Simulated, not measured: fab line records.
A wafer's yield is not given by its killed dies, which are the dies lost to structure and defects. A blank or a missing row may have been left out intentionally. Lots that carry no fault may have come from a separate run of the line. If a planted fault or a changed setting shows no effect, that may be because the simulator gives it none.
Chamber matching ; flow n5_finfet ; N5_DUMMY_GATE_ETCH_36 on rie_diel-06: 4 sister chambers
The step etches SiARC in CF4, target depth 13 nm. 16 wafers are shown with their chamber, then 8 later ones without.

WAFERS WITH THEIR CHAMBER
wafer;chamber;drypump_motor_current_A (A);throttle_valve_pct (%);oes_product_au (a.u.)
L077.2;2;5.97;15.24;0.84
L077.3;1;5.98;15.69;0.67
L077.6;1;5.97;15.69;0.67
L079.3;0;5.46;15.20;0.92
L079.4;2;5.95;15.25;0.82
L079.6;0;5.46;15.20;0.93
L087.1;1;5.98;15.26;0.94
L087.5;1;5.97;15.24;0.95
L087.6;0;5.44;15.26;0.90
L090.1;3;5.06;15.63;0.72
L090.4;1;5.99;15.27;0.93
L090.5;3;5.06;15.61;0.72
L091.3;0;5.45;15.24;0.90
L091.4;0;5.44;15.25;0.90
L091.5;1;5.98;15.26;0.93
L092.1;3;5.06;15.63;0.72

SIGNATURES (averages over the wafers above)
reading;chamber 0;chamber 1;chamber 2;chamber 3;scatter within a chamber
drypump_motor_current_A;5.4500;5.9783;5.9600;5.0600;0.00858
throttle_valve_pct;15.2300;15.4017;15.2450;15.6233;0.145
oes_product_au;0.9100;0.8483;0.8300;0.7200;0.0898
Rule: distance of a wafer from a chamber = root of the sum over the readings of ((wafer's reading minus chamber's mean) / reading's scatter) squared. If the next closest chamber is less than 2 further off than the closest, the wafer can't be placed; otherwise it belongs to the closest. The scatter: take each reading less its chamber's mean, square it, sum over the shown wafers, divide by the number of wafers less the number of chambers, and take the root.

WAFERS WHOSE CHAMBER IS MISSING
wafer;drypump_motor_current_A (A);throttle_valve_pct (%);oes_product_au (a.u.)
L092.3;5.95;15.30;0.80
L092.5;5.46;15.28;0.89
L094.1;5.96;15.28;0.91
L094.2;5.04;15.64;0.72
L094.4;5.44;15.26;0.89
L096.1;5.99;15.27;0.91
L096.2;5.07;15.65;0.71
L096.3;5.48;15.25;0.89

CHAMBER TAKEN BY EACH
wafer;from the rows above;in truth
L092.3;2;2
L092.5;0;0
L094.1;can't be placed: 2 or 1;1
L094.2;3;3
L094.4;0;0
L096.1;can't be placed: 1 or 2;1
L096.2;3;3
L096.3;0;0
Correct placement for 6 of the 8. From these rows, 2 cannot be placed; in 2 the true chamber is one of the candidates. 0 placed wrongly.
